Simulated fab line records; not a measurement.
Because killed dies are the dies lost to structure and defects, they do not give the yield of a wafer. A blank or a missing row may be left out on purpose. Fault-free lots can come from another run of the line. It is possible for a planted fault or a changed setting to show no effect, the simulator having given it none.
Chamber matching + flow n5-finfet + N5_BEOL_M8_DESCUM_16 on rie-diel-06 has 4 sister chambers
The step chemistry O2, time 7.9 s. 4 wafers are shown with their chamber, then 9 later ones without.

WAFERS WITH THEIR CHAMBER
| wafer  | chamber | showerhead-plenum-p-Torr (Torr) |
|--------|---------|---------------------------------|
| L075.2 | 2       | 2.22                            |
| L080.6 | 3       | 1.99                            |
| L081.3 | 1       | 2.07                            |
| L081.6 | 0       | 2.16                            |

WAFERS WITH NO CHAMBER GIVEN
| wafer  | showerhead-plenum-p-Torr (Torr) |
|--------|---------------------------------|
| L085.1 | 2.07                            |
| L085.2 | 2.15                            |
| L085.3 | 1.99                            |
| L086.3 | 1.99                            |
| L086.5 | 2.07                            |
| L086.6 | 2.15                            |
| L091.2 | 1.99                            |
| L091.3 | 2.07                            |
| L091.6 | 2.07                            |

EACH ONE'S CHAMBER
| wafer  | from the rows above | in truth |
|--------|---------------------|----------|
| L085.1 | 1                   | 1        |
| L085.2 | 0                   | 0        |
| L085.3 | 3                   | 3        |
| L086.3 | 3                   | 3        |
| L086.5 | 1                   | 1        |
| L086.6 | 0                   | 0        |
| L091.2 | 3                   | 3        |
| L091.3 | 1                   | 1        |
| L091.6 | 1                   | 1        |
Placed correctly: 9 of 9. Not placeable from these rows: 0. Wrongly placed: 0.
How it was worked out, from the rows above alone: a wafer's distance from a chamber is the root of the sum, over the readings, of the square of ((its reading less the chamber's mean) divided by the reading's scatter). If the next closest chamber is less than 2 further off than the closest, the wafer can't be placed; otherwise it belongs to the closest. For every chamber, the mean is computed from those of its wafers that are shown. The scatter: with one shown wafer a chamber, the root of the mean of the squares of how far each hidden wafer lies from its nearest shown one.
